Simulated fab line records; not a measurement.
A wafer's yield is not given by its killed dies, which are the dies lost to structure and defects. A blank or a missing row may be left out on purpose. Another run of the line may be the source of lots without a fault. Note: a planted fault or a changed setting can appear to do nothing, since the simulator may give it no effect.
Which tool was responsible? + flow n5Finfet + 27 wafers from 9 lots sampled at 4 of the route's 1938 steps

WHAT THE GAUGES SHOWED, per wafer
N5_PMOS_HMC_CHANNEL_EPI_OVL_MEAS_10.
| lot  | measured    | on         | PMOS_HMC_BLK_OVL (nm) |
|------|-------------|------------|-----------------------|
| L914 | day 1 17:07 | overlay-02 | 2.1 0.4 1.4           |
| L917 | day 2 11:26 | overlay-01 | 0.6 0.8 0.3           |
| L920 | day 3 05:10 | overlay-02 | 0.4 0.9 0.8           |
| L921 | day 3 11:04 | overlay-02 | 1.0 -0.6 0.7          |
| L923 | day 3 23:32 | overlay-01 | 0.7 -0.4 1.3          |
| L930 | day 5 17:20 | overlay-01 | 0.2 0.8 0.2           |
| L931 | day 5 23:32 | overlay-02 | 0.4 -0.8 -1.0         |
| L934 | day 6 17:11 | overlay-02 | 0.5 0.4 0.3           |
| L936 | day 7 05:37 | overlay-02 | 0.5 0.1 0.5           |

WHICH TOOL RAN EACH LOT (tool, then ch and the chambers of the sampled wafers, then the start)
| lot  | N5_ZERO_LAYER_COAT_05           | N5_ZERO_LAYER_STRIP_24             | N5_WELL_APT_EPI_41            |
|------|---------------------------------|------------------------------------|-------------------------------|
| L914 | lithoTrack-05 ch 0, day 1 12:22 | plasmaAsher-01 ch 0,1, day 1 13:01 | epiRpcvd-04 ch 0, day 1 16:07 |
| L917 | lithoTrack-04 ch 0, day 2 06:24 | plasmaAsher-02 ch 0,1, day 2 07:04 | epiRpcvd-02 ch 0, day 2 10:26 |
| L920 | lithoTrack-03 ch 0, day 3 00:23 | plasmaAsher-02 ch 0,1, day 3 00:55 | epiRpcvd-04 ch 0, day 3 04:10 |
| L921 | lithoTrack-04 ch 0, day 3 06:23 | plasmaAsher-01 ch 0,1, day 3 07:11 | epiRpcvd-04 ch 0, day 3 10:17 |
| L923 | lithoTrack-03 ch 0, day 3 18:22 | plasmaAsher-01 ch 0,1, day 3 18:58 | epiRpcvd-03 ch 0, day 3 22:22 |
| L930 | lithoTrack-03 ch 0, day 5 12:22 | plasmaAsher-02 ch 0,1, day 5 13:01 | epiRpcvd-04 ch 0, day 5 16:10 |
| L931 | lithoTrack-04 ch 0, day 5 18:22 | plasmaAsher-02 ch 1, day 5 19:01   | epiRpcvd-04 ch 0, day 5 22:31 |
| L934 | lithoTrack-03 ch 0, day 6 12:22 | plasmaAsher-01 ch 0,1, day 6 13:02 | epiRpcvd-04 ch 0, day 6 16:11 |
| L936 | lithoTrack-05 ch 0, day 7 00:22 | plasmaAsher-02 ch 0, day 7 01:16   | epiRpcvd-04 ch 0, day 7 04:17 |
- N5_ZERO_LAYER_COAT_05: resist thk 1000 nm.
- N5_ZERO_LAYER_STRIP_24: strips in O2.
- N5_WELL_APT_EPI_41: deposits Si from SiH4/H2, target thk 50 nm, time 297.7 s.

THE ANSWER, worked out from the rows above alone
Rule: usual is defined by the lots themselves. The widest of any qualifying gaps counts: lots, ordered by their means at a reading, are off when they make up no more than a third of the lots, leave a main group of 4 or more, and stand apart from it by 3 or more times the standard deviation of that group's means. If all means in a main group match to the digits the tables above print for the reading, that group is not used. A lot without any number at a reading at which 4 lots or more have one is off too. The other lots that the step has rows for count as sound.
None of the lots is off at any reading shown; this tells nothing.

WHAT THE SIMULATOR PUT IN
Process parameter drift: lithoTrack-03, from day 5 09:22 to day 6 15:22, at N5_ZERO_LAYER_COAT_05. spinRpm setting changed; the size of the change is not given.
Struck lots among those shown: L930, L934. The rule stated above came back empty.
